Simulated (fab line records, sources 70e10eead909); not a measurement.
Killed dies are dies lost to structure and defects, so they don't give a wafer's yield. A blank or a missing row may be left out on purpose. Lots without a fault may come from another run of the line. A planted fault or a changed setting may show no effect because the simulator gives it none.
fab line records | flow nand_harc
record lots=13 wafers=39 last_day=33
route steps=1302 shown P_BONDPAD@377 THIN_TSV@1246 END@1302
lots that met no fault: from a run of the same line without faults
start_h: hours from the record's first day to the start of the lot's first wafer shown | wait_h: hours since the lot's step before | " the same as in the row above | L1.1+2: a row that stands for several wafers | - no value, or no start given | * or withheld: withheld | < > ~ a bound
route shown NAME@n: a module of which the file shows steps, and the number in the route of the first | usual: mean/standard deviation of fault-free wafers | same: alike in all rows | chamber/n: place in a boat | sites: the reading at each site | _std_site: their standard deviation | _edge_site: outer sites' mean less inner sites' | radius_mm: how far each site lies from the wafer's centre | mask NAME#n: copy n | behind: the tool/chamber that last shaped the wafer | hold: why the lot was held/for how many hours/how that ended | device: the transistor (n, p or np) that didn't switch | end of line: the same wafers' tests at the end of the route | a step without rows: its recipe alone | killed: dies lost to structure and defects at the first sort, not the wafer's yield | map: a wafer's dies, x killed, . not, _ none there
set.NAME: the setting as run; set.NAME@STEP: as run at that earlier step | model.NAME: the simulator's own value behind a step, which no gauge read
steps of the route over a sample of lots; a table a step, a row a wafer
services: from which hour (start_h, from the record's first day; less than 0 if before it) a tool's chamber was out of use, for how many hours, and why
## steps
# step NHARC_P_BONDPAD_PVD_27
# recipe target_thk_a=300 chamber_pressure_pa=5 power_w=5000 substrate_temp_c=30 time_s=20.49 material=Cu
# usual throttle_valve_pct=29.8/0.85
# columns lot.wafer tool chamber start_h wait_h throttle_valve_pct
L936.2 pvd_sputter-03 - 131.55 - 29.4
L936.6 " - " " 30.0
L936.5 " - " " 29.4
L937.3 pvd_sputter-02 - 146.98 - 29.6
L937.1 " - " " 31.3
L937.5 " - " " 28.0
L938.4 pvd_sputter-03 - 150.79 - 30.6
L938.2 " - " " 29.2
L938.5 " - " " 30.5
L939.2 pvd_sputter-01 - 165.40 - 30.2
L939.3 " - " " 29.5
L939.6 " - " " 30.6
L940.2 pvd_sputter-01 - 174.87 - 29.3
L940.3 " - " " 30.3
L940.1 " - " " 29.6
L942.4 pvd_sputter-02 - 195.70 - 29.5
L942.1 " - " " 31.2
L942.6 " - " " 28.2
L944.2 pvd_sputter-01 - 214.82 - 30.3
L944.3 " - " " 29.1
L944.5 " - " " 30.8
L945.1 pvd_sputter-01 - 220.63 - 30.1
L945.2 " - " " 29.4
L945.3 " - " " 29.3
L947.1 pvd_sputter-01 - 245.70 - 30.5
L947.2 " - " " 29.9
L947.6 " - " " 31.0
L954.2 pvd_sputter-01 - 320.36 - 30.2
L954.5 " - " " 30.2
L954.6 " - " " 29.5
L955.1 pvd_sputter-03 - 325.31 - 29.4
L955.4 " - " " 28.5
L955.2 " - " " 30.7
L957.3 pvd_sputter-03 - 344.92 - 30.9
L957.2 " - " " 29.3
L957.6 " - " " 29.8
L959.3 pvd_sputter-01 - 366.32 - 29.1
L959.5 " - " " 31.2
L959.6 " - " " 28.9
# step NHARC_THIN_TSV_THK_MEAS_02
# recipe thk_meas_gauge=ir
# usual thk_nm=2967/200
# columns lot.wafer tool chamber start_h wait_h thk_nm
L936.2 film_metro-02 - 526.72 0.2 3199
L936.5 " - " " 2785
L936.6 " - " " 3270
L938.2 film_metro-02 - 558.35 - 3054
L938.4 " - " " 3218
L938.5 " - " " 3543
L939.2 film_metro-02 - 559.54 0.2 2469
L939.3 " - " " 3047
L939.6 " - " " 2892
L937.1 film_metro-02 - 560.71 - 3043
L937.3 " - " " 3140
L937.5 " - " " 2839
L940.1 film_metro-02 - 581.58 0.2 2987
L940.2 " - " " 2786
L940.3 " - " " 3128
L942.1 film_metro-02 - 600.11 0.2 3188
L942.4 " - " " 3001
L942.6 " - " " 2835
L944.2 film_metro-01 - 620.47 0.2 2790
L944.3 " - " " 2677
L944.5 " - " " 2734
L945.1 film_metro-01 - 635.18 - 3061
L947.1 film_metro-01 - 651.30 0.2 3223
L947.6 " - " " 3235
L955.1 film_metro-01 - 726.78 0.2 2685
L955.2 " - " " 2750
L955.4 " - " " 2781
L954.2 film_metro-01 - 734.57 - 2957
L954.5 " - " " 2999
L954.6 " - " " 3077
L957.2 film_metro-01 - 745.48 - 3053
L957.3 " - " " 2969
L957.6 " - " " 2879
L959.3 film_metro-02 - 776.37 - 3176
L959.5 " - " " 3030
L959.6 " - " " 3110
# step NHARC_THIN_TSV_CD_MEAS_16
# usual cd_nm=1000.3/2.4
# columns lot.wafer tool chamber start_h wait_h cd_nm
L936.2 cd_sem-01 - 528.62 0.1 1000.1
L936.5 " - " " 1000.3
L936.6 " - " " 1000.6
L938.2 cd_sem-02 - 560.38 0.1 1000.3
L938.4 " - " " 996.5
L938.5 " - " " 1005.0
L939.2 cd_sem-01 - 561.55 0.1 999.3
L939.3 " - " " 1003.8
L939.6 " - " " 1000.0
L937.1 cd_sem-03 - 562.60 0.1 999.1
L937.3 " - " " 1000.5
L937.5 " - " " 999.2
L940.1 cd_sem-02 - 583.47 0.1 1002.6
L940.2 " - " " 1003.3
L940.3 " - " " 1000.0
L942.1 cd_sem-02 - 602.14 0.1 997.9
L942.4 " - " " 1001.1
L942.6 " - " " 1001.7
L944.2 cd_sem-01 - 622.39 0.1 1003.3
L944.3 " - " " 1001.9
L944.5 " - " " 1001.6
L945.1 cd_sem-02 - 637.24 0.1 999.9
L947.1 cd_sem-01 - 653.31 0.1 1001.0
L947.6 " - " " 1000.7
L955.1 cd_sem-01 - 728.79 0.1 998.2
L955.2 " - " " 999.3
L955.4 " - " " 999.6
L954.2 cd_sem-02 - 736.58 0.1 999.6
L954.5 " - " " 999.7
L954.6 " - " " 997.8
L957.2 cd_sem-03 - 747.52 0.1 1002.6
L957.3 " - " " 1003.5
L957.6 " - " " 1001.6
L959.3 cd_sem-01 - 778.39 0.1 1000.0
L959.5 " - " " 1002.4
L959.6 " - " " 1001.9
# step NHARC_THIN_TSV_PVD_19
# recipe target_thk_a=200 chamber_pressure_pa=5 material=TaN
# usual throttle_valve_pct=30.0/0.65
# columns lot.wafer tool chamber start_h wait_h throttle_valve_pct
L936.2 pvd_sputter-01 - - - 30.1
L936.5 " - " " 30.7
L936.6 " - " " 29.2
L938.2 pvd_sputter-01 - - - 30.1
L938.4 " - " " 30.7
L938.5 " - " " 30.8
L939.2 pvd_sputter-03 - - - 29.7
L939.3 " - " " 29.1
L939.6 " - " " 30.3
L937.3 pvd_sputter-01 - - - 29.9
L937.1 " - " " 30.8
L937.5 " - " " 30.0
L940.2 pvd_sputter-02 - - - 29.0
L940.3 " - " " 31.0
L940.1 " - " " 30.1
L942.4 pvd_sputter-03 - - - 29.7
L942.1 " - " " 29.1
L942.6 " - " " 29.7
L944.3 pvd_sputter-01 - - - 30.2
L944.2 " - " " 30.3
L944.5 " - " " 30.3
L945.1 pvd_sputter-03 - - - 29.5
L947.1 pvd_sputter-01 - - - 30.5
L947.6 " - " " 30.5
L955.2 pvd_sputter-03 - - - 30.5
L955.4 " - " " 29.7
L955.1 " - " " 29.4
L954.2 pvd_sputter-01 - - - 30.6
L954.5 " - " " 30.4
L954.6 " - " " 30.1
L957.3 pvd_sputter-01 - - - 30.0
L957.2 " - " " 30.6
L957.6 " - " " 29.3
L959.3 pvd_sputter-01 - - - 30.7
L959.6 " - " " 30.7
L959.5 " - " " 29.0
# step NHARC_END_SORT_01
# recipe temp_c=25
# usual defect_limited_yield=91.4/2.7 killed_at_array=53/19 killed_at_other=0.7/1.1 killed_at_periphery=4.2/2.7 killed_dies=58/18 killed_open=3.1/1.9 killed_short=2.5/1.6 sort_bin_2_pct=3.0/1.2 sort_bin_3_pct=0.7/0.41 sort_bin_4_pct=4.9/1.5 sort_n_pass=619/18 sort_rim_yield_pct=90/4.1 sort_yield_pct=91.4/2.7
# same gross_dies=677 sort_bin_5_pct[%]=0 sort_bin_6_pct[%]=0 sort_bin_7_pct[%]=0 sort_bin_8_pct[%]=0 sort_rim_n_gross=106.00
# columns lot.wafer tool chamber start_h wait_h defect_limited_yield[%] killed_at_array killed_at_other killed_at_periphery killed_dies killed_open killed_short sort_bin_2_pct[%] sort_bin_3_pct[%] sort_bin_4_pct[%] sort_n_pass sort_rim_yield_pct[%] sort_yield_pct[%]
L936.2 prober-02 0 543.63 2.8 93.4 41 0 4 45 7 3 3.7 0.6 2.4 632 89 93.4
L936.5 prober-02 0 546.06 3.7 94.5 36 0 1 37 1 1 2.7 0.3 2.5 640 91 94.5
L936.6 prober-02 0 546.87 4.0 91.1 59 0 1 60 3 5 3.1 0.7 5.0 617 90 91.1
L945.1 prober-01 0 651.94 2.5 91.7 52 0 4 56 3 4 2.8 0.7 4.7 621 90 91.7
L945.2 prober-01 0 652.75 2.8 0 56 0 621 677 2 1 94.4 0.6 5.0 0 0 0
L945.3 prober-01 0 653.56 3.1 0 61 0 616 677 1 2 93.5 0.4 6.1 0 0 0
L947.1 prober-02 0 670.22 2.5 90.5 62 0 2 64 4 1 3.4 0.6 5.5 613 92 90.5
L947.2 prober-02 0 671.02 2.8 0 62 0 615 677 3 2 94.2 0.6 5.2 0 0 0
L947.6 prober-02 0 674.21 4.0 93.1 43 2 2 47 7 3 2.4 0.7 3.8 630 91 93.1
L955.1 prober-01 0 742.88 2.5 90.5 60 0 4 64 4 3 2.7 1.3 5.5 613 92 90.5
L955.2 prober-01 0 743.68 2.8 93.8 41 0 1 42 1 2 2.4 0.4 3.4 635 91 93.8
L955.4 prober-01 0 745.29 3.4 91.7 56 0 0 56 1 3 2.7 0.7 4.9 621 91 91.7
# killed by level:class
L936.2 A_CHANNEL_HOLE_D2:chamber_film_flake=16 A_CHANNEL_HOLE_D1:chamber_film_flake=11 A_CONTACT:chamber_film_flake=4 P_STI:geometric_particle:open=1 P_CONTACT:geometric_particle:open=1 A_SOURCE_PLATE:geometric_particle:short=1 A_ONON_D1:geometric_particle:open=1 A_DECK1_JOINT:geometric_particle:short=1
L936.5 A_CHANNEL_HOLE_D2:chamber_film_flake=14 A_CHANNEL_HOLE_D1:chamber_film_flake=13 A_CONTACT:chamber_film_flake=3 A_STAIRCASE:chamber_film_flake=2 A_DECK1_JOINT:geometric_particle:open=1 A_CHANNEL_HOLE_D2:geometric_particle:short=1 P_STI:chamber_film_flake=1 A_SLIT:chamber_film_flake=1
L936.6 A_CHANNEL_HOLE_D1:chamber_film_flake=24 A_CHANNEL_HOLE_D2:chamber_film_flake=22 A_STAIRCASE:chamber_film_flake=4 A_CONTACT:chamber_film_flake=2 P_M2:geometric_particle:short=1 A_CHANNEL_FILL_D1:geometric_particle:open=1 A_DECK1_JOINT:geometric_particle:open=1 A_ONON_D2:geometric_particle:short=1
L945.1 A_SLIT:chamber_film_flake=23 A_CHANNEL_HOLE_D2:chamber_film_flake=16 A_CHANNEL_HOLE_D1:chamber_film_flake=7 P_CONTACT:chamber_film_flake=3 A_ONON_D1:geometric_particle:open=2 P_CONTACT:geometric_particle:short=1 A_SOURCE_PLATE:geometric_particle:short=1 A_ONON_D1:geometric_particle:short=1
L945.2 P_BONDPAD:area_pvd=618 A_SLIT:chamber_film_flake=37 A_CHANNEL_HOLE_D2:chamber_film_flake=7 A_CHANNEL_HOLE_D1:chamber_film_flake=4 P_GATE:chamber_film_flake=2 A_WL_FILL:chamber_film_flake=2 A_ONON_D1:geometric_particle:open=1 A_ONON_D1:geometric_particle:short=1
L945.3 P_BONDPAD:area_pvd=612 A_SLIT:chamber_film_flake=38 A_CHANNEL_HOLE_D2:chamber_film_flake=15 P_GATE:chamber_film_flake=3 A_CHANNEL_HOLE_D1:chamber_film_flake=2 A_CONTACT:chamber_film_flake=2 P_CONTACT:geometric_particle:open=1 A_CHANNEL_FILL_D2:geometric_particle:short=1
L947.1 A_SLIT:chamber_film_flake=26 A_CHANNEL_HOLE_D2:chamber_film_flake=22 A_CHANNEL_HOLE_D1:chamber_film_flake=5 A_M0:geometric_particle:open=2 A_STAIRCASE:chamber_film_flake=2 A_CONTACT:chamber_film_flake=2 P_CONTACT:geometric_particle:open=1 A_ONON_D1:geometric_particle:open=1
L947.2 P_BONDPAD:area_pvd=614 A_SLIT:chamber_film_flake=37 A_CHANNEL_HOLE_D2:chamber_film_flake=15 A_ONON_D1:geometric_particle:short=1 A_ONON_D2:geometric_particle:short=1 A_ONON_D2:geometric_particle:open=1 A_SGD_CUT:geometric_particle:open=1 A_BLC:geometric_particle:open=1
L947.6 A_SLIT:chamber_film_flake=20 A_CHANNEL_HOLE_D2:chamber_film_flake=6 A_BONDPAD:chamber_film_flake=3 A_WL_FILL:geometric_particle:open=2 A_STAIRCASE:chamber_film_flake=2 P_CONTACT:geometric_particle:open=1 A_SOURCE_PLATE:geometric_particle:short=1 A_CHANNEL_HOLE_D1:geometric_particle:short=1
L955.1 A_CHANNEL_HOLE_D1:chamber_film_flake=34 A_CONTACT:chamber_film_flake=11 A_STAIRCASE:chamber_film_flake=6 A_SGD_CUT:chamber_film_flake=3 A_SLIT:chamber_film_flake=2 P_CONTACT:geometric_particle:short=1 P_M0:geometric_particle:short=1 P_M1:geometric_particle:open=1
L955.2 A_CHANNEL_HOLE_D1:chamber_film_flake=22 A_CONTACT:chamber_film_flake=7 A_SGD_CUT:chamber_film_flake=4 A_SLIT:chamber_film_flake=2 A_CHANNEL_FILL_D1:geometric_particle:open=1 A_CHANNEL_FILL_D1:geometric_particle:short=1 A_CHANNEL_FILL_D2:geometric_particle:short=1 P_M2:chamber_film_flake=1
L955.4 A_CHANNEL_HOLE_D1:chamber_film_flake=33 A_SLIT:chamber_film_flake=6 A_CONTACT:chamber_film_flake=5 A_SGD_CUT:chamber_film_flake=4 A_STAIRCASE:chamber_film_flake=3 A_CHANNEL_FILL_D2:geometric_particle:short=2 A_ONON_D1:geometric_particle:open=1 A_WL_FILL:geometric_particle:short=1
## services
# columns tool chamber start_h hours kind
pvd_sputter-02 - 154.95 3.2 repair
pvd_sputter-03 - 170.00 10.0 pm
pvd_sputter-03 - 203.14 1.0 repair
pvd_sputter-01 - 226.00 10.0 pm
pvd_sputter-02 - 263.14 1.9 repair
pvd_sputter-02 - 282.04 10.0 pm
pvd_sputter-01 - 295.80 4.4 repair
pvd_sputter-03 - 348.00 10.0 pm
pvd_sputter-02 - 368.51 1.7 repair
pvd_sputter-01 - 404.00 10.0 pm
pvd_sputter-02 - 460.06 10.0 pm
pvd_sputter-02 - 487.68 0.9 repair
pvd_sputter-01 - 508.81 5.3 repair
pvd_sputter-03 - 526.00 10.0 pm
pvd_sputter-01 - 549.71 0.5 repair
pvd_sputter-01 - 582.00 10.0 pm
pvd_sputter-02 - 638.06 10.0 pm
pvd_sputter-03 - 678.03 1.9 repair
pvd_sputter-03 - 704.00 10.0 pm
pvd_sputter-01 - 760.00 10.0 pm
## key
first_sign step=NHARC_END_SORT_01 reading=killed_at_periphery direction=up sigmas=99+ usual=4.2 struck=617.3
effect step=NHARC_END_SORT_01 reading=sort_bin_2_pct direction=up sigmas=76 usual=3.0 struck=94.0
more_kills_born_at NHARC_P_BONDPAD_PVD_27@pvd_sputter-01=1844
met_at NHARC_P_BONDPAD_PVD_27
struck_lots L945,L947
struck_wafers L945.2,L945.3,L947.2
later_rows_left_out L945.2,L945.3,L947.2
not_acting_at NHARC_THIN_TSV_THK_MEAS_02,NHARC_THIN_TSV_CD_MEAS_16,NHARC_THIN_TSV_PVD_19
onset_between 214.82 220.63
fault kind=process_parameter_drift tool=pvd_sputter-01 chamber=- onset_h=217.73 steps=NHARC_P_BONDPAD_PVD_27 channel=target_thk_a offset=* shape=step end_h=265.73 scope=struck_wafers_only acts_in=* stated=*
# later_rows_left_out: the simulator's readings of these wafers behind a module that went badly wrong aren't trusted and aren't shown, but for the sort
